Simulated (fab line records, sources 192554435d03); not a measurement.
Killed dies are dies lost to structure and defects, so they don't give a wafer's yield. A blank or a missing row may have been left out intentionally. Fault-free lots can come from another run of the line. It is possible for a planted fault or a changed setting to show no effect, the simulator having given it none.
Struck lot and sound lot, side by side	flow n5Finfet	37 steps out of a route of 1938
Sound: the wafers L230.1, L230.2, L230.6. Struck: wafer L234.2. (L234.6 of the same lot was not struck and is left out.) The cause comes at the end.
For every step that has rows: the tool of each side, followed by ch and its chambers, followed by its first start. Under that, the readings that differ: sound wafers	struck wafers	difference of the means	sigmas: that difference in standard deviations of wafers without a fault.
alike: readings with means less than 2 such deviations apart, plus words and numbers identical on both sides. not compared: withheld readings, readings lacking a value on some wafer, bounds such as >300 that could conceal the same value, and numbers that have no deviation in the record and whose values overlap.
The two part at a step that has a row with sigmas, a row that says differs or no value, or rows on one side only. Non-overlapping numbers with no deviation appear without sigmas and do not part them. A reading that every wafer of one side lacks parts them only if that side has two wafers or more.

first, 8 steps without rows for these wafers: N5_BEOL_M0_ANNEAL_119 (time 90 s); N5_BEOL_M0_CMP_120 (polishes, stops on SiOC, t overpolish 6.9 s); N5_BEOL_M0_PRE_CLEAN_131 (time 15 s); N5_BEOL_M0_CO_CAP_123 (material Co, precursor CCTBA/H2, target thk 2 nm, time 102.1 s); N5_BEOL_M0_PRE_CLEAN_124 (time 15 s); N5_BEOL_M0_DEP_125 (deposits SiCN from 3MS/NH3, target thk 8 nm, time 14 s); N5_BEOL_M1_ILD_DEP_00 (deposits SiOC from DEMS/O2, target thk 79 nm, time 15.3 s); N5_BEOL_M1_PECVD_72 (deposits SiO2 from TEOS/O2, target thk 16 nm, time 18 s).
N5_BEOL_M1_HM_DEP_02: deposits TiN, target thk 20 nm.
  sound on pvdSputter-03 at day 7 13:22; struck on pvdSputter-03 at day 7 21:07
reading	sound	struck	difference	sigmas
model.TiN_of_BEOL_M1_HM_DEP_02.thkNm (nm)	19.8 19.8 20	14	-6	
  alike: throttleValvePct
then, 16 steps without rows for these wafers: N5_BEOL_M1_COAT_61 (time 60 s, resist thk 60 nm); N5_BEOL_M1_COAT_62 (time 60 s, resist thk 12 nm); N5_BEOL_M1_COAT_73 (time 60 s, resist thk 5 nm); N5_BEOL_M1_COAT_05 (resist thk 30 nm); N5_BEOL_M1_EBR_07; N5_BEOL_M1_SOFTBAKE_06 (time 60 s); N5_BEOL_M1_EXPOSE_08 (exposes mask M1); N5_BEOL_M1_PEB_09 (peb time 60 s); N5_BEOL_M1_DEVELOP_10 (develop time 30 s); N5_BEOL_M1_DESCUM_16 (chemistry O2, time 7 s); N5_BEOL_M1_ETCH_74 (etches underlayer in N2/H2, target depth 6.5 nm, time 5.2 s); N5_BEOL_M1_ETCH_63 (etches SiARC in CF4, target depth 15.6 nm, time 26 s); N5_BEOL_M1_ETCH_64 (etches SOC in N2/H2, target depth 75 nm, overetch 15 nm, time 112.5 s); N5_BEOL_M1_STRIP_65 (strips in N2/H2); N5_BEOL_M1_STRIP_75 (strips in N2/H2); N5_BEOL_M1_STRIP_66 (strips in CF4).
N5_BEOL_M1_HM_OPEN_17: chemistry Cl2/BCl3, target TiN, target depth 20 nm, overetch 6 nm.
  sound on rieMetal-01 ch 0,1, day 7 14:11; struck on rieMetal-02 ch 1, day 7 22:18
reading	sound	struck	difference	sigmas
model.etch.depthNm (nm)	19.73 19.75 20	13.92	-5.91	
  alike: drypumpMotorCurrentA, mfcCl2Sccm, oesProductAu, throttleValvePct
  not compared: rfHoursCounterH
then, 8 steps without rows for these wafers: N5_BEOL_M1_STRIP_19 (strips in O2); N5_BEOL_M1_COAT_67 (time 60 s, resist thk 60 nm); N5_BEOL_M1_COAT_68 (time 60 s, resist thk 12 nm); N5_BEOL_M1_COAT_76 (time 60 s, resist thk 5 nm); N5_BEOL_M1_COAT_22 (resist thk 30 nm); N5_BEOL_M1_EBR_24; N5_BEOL_M1_SOFTBAKE_23 (time 60 s); N5_BEOL_M1_EXPOSE_25 (exposes mask V0, defocus 5 nm, target cd 24 nm).
N5_BEOL_M1_TRENCH_ETCH_37: etches SiOC in C4F6/O2, target depth 55.207 nm, time 29 s.
  sound on rieDiel-04 ch 2,3; struck on rieDiel-04 ch 1
reading	sound	struck	difference	sigmas
model.TiN_of_BEOL_M1_HM_DEP_02.thkNm (nm)	17.4 17.4 17.8	11.6	-5.9	
  alike: drypumpMotorCurrentA, oes_o_777_au, oesProductAu, rfVppV, showerheadPlenumPTorr, throttleValvePct
  not compared: rfHoursCounterH
-- the record jumps here: 3 days lie between the struck wafers' starts before and after (it left off in module BEOL_M1 and takes up again in module BEOL_M4, whose first step shown is number 1111 of the route) --
N5_BEOL_M4_RC_MEAS_101:
  sound on prober-02 ch 0, day 9 07:47; struck on prober-01 ch 0, day 11 05:04
reading	sound	struck	difference	sigmas
SS_P (mV/dec)	73.0 73.7 73.3	71.9	-1.4	-2
  alike: DIBL_N, DIBL_P, IOFF_N, IOFF_P, ION_N, ION_P, SS_N, VT_N, VT_P
-- here the record skips 5 days between the struck wafers' starts before and after, leaving off in module BEOL_M4 and picking up in module PASSIVATION (first step shown: number 1936 of the route) --
N5_PASSIVATION_PROBE_49:
  sound on prober-01 at day 14 03:05; struck on prober-01 at day 15 17:50
reading	sound	struck	difference	sigmas
killed_at_M0_to_M3	52 41 46	24	-22	-2
  alike: defectLimitedYield, killed_at_M4_up, killedAtContacts, killedAtFrontEnd, killedAtOther, killedDies, killedOpen, killedShort, sort_bin_5_function, sort_bin_6_memory, sortNPass, sortYieldPct

WHERE THEY PART
First at N5_BEOL_M4_RC_MEAS_101; last, within this record, at N5_PASSIVATION_PROBE_49.

WHY: the cause the simulator had injected
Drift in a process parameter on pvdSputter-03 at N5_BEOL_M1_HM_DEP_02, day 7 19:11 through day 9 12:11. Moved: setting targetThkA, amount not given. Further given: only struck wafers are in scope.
